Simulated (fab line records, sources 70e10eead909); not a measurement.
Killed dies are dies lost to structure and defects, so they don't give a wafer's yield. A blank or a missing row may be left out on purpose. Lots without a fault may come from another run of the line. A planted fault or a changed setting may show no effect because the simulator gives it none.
Problem report in the 8D (eight disciplines) form, filled by code | flow nand_harc | the parts of the form that need people (team, actions taken, sign-off) are left out

1. THE PROBLEM
rf_fwd_power_W at NHARC_A_CONTACT_ETCH_30 reads a mean of 570.4 W on 6 wafers of 2 lots; wafers without a fault read 492.6 W with a standard deviation of 2.7. That is +29 standard deviations from the usual mean.
The step: etches the open film in CF4/CHF3, target depth 72.6 nm, time 36.3 s.
First seen on wafer L751.3, day 27 16:25, on rie_diel-01. The record holds 36 wafers of 12 lots with a number at this step. Rule for "out", or "out of limits": more than 4 standard deviations from the usual mean. The other wafers with a number count as sound.

2. WHAT IT IS AND WHAT IT IS NOT
question                    | is                     | is not
which readings at this step | rf_fwd_power_W         | cf4_flow_sccm, drypump_motor_current_A, rf_vpp_V, showerhead_plenum_p_Torr, throttle_valve_pct
which lots                  | L751, L752             | L740, L742, L743, L746, L747, L757, L758, L761, L762, L763
which wafers of those lots  | all that have a number | -
read on which tools         | rie_diel-01            | rie_diel-06
when                        | from day 27 16:25      | up to then (15 sound wafers); but 15 sound wafers of L757, L758, L761, L762, L763 came after

3. SUSPECTS, AND WHAT RULES EACH OUT
Counting: a tool at a process step up to the reading stays a suspect if it ran every lot that is out and no sound lot after the first of them.
- rie_diel-01 at NHARC_A_CONTACT_STRIP_82 (strips in O2): kept. It ran every lot that is out, first L751 (day 27 15:20), and no sound lot after that; its last sound lot up to then is L740 (day 22 18:36). NHARC_A_CONTACT_STRIP_82 gives no start for some lots, so the hours and the order of its lots are those of NHARC_A_CONTACT_CD_MEAS_08.
- rie_diel-01 at NHARC_A_CONTACT_ETCH_30 (etches the open film in CF4/CHF3, target depth 72.6 nm, time 36.3 s): kept. It ran every lot that is out, first L751 (day 27 16:25), and no sound lot after that; its last sound lot up to then is L746 (day 25 08:12). Its own readings are out on those wafers: rf_fwd_power_W.
Left after counting: rie_diel-01 at NHARC_A_CONTACT_STRIP_82, rie_diel-01 at NHARC_A_CONTACT_ETCH_30.

4. THE CAUSE (what the simulator had put in)
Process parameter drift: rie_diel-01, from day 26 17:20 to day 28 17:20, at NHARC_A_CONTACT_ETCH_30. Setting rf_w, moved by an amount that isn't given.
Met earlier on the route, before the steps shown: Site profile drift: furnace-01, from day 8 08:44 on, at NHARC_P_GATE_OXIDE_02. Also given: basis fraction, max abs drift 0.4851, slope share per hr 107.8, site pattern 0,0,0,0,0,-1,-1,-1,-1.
Counting left 2 suspects, and this tool is among them.

5. THE CHAIN OF EFFECTS, in route order
Each row: a reading whose mean over the struck wafers that have a number lies more than 3 standard deviations from the usual. Only readings for which the record gives a usual standard deviation are gone through. hours: the time from each lot's start at the first step in this table that gives one to its start at this step, as a median over the lots. sigmas: the change in usual standard deviations.
hours | step                    | reading        | usual      | on struck wafers | change | sigmas
0     | NHARC_A_CONTACT_ETCH_30 | oes_product_au | 0.928 a.u. | 1.015            | +0.087 | +4.3
0     | NHARC_A_CONTACT_ETCH_30 | rf_fwd_power_W | 492.6 W    | 570.4            | +77.8  | +29
The process steps in it:
- NHARC_A_CONTACT_ETCH_30: etches the open film in CF4/CHF3, target depth 72.6 nm, time 36.3 s.

6. WHAT WOULD HAVE CAUGHT IT SOONER
In this record the first reading out of limits was taken at day 27 16:25, 23 hours after the fault began at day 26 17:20.
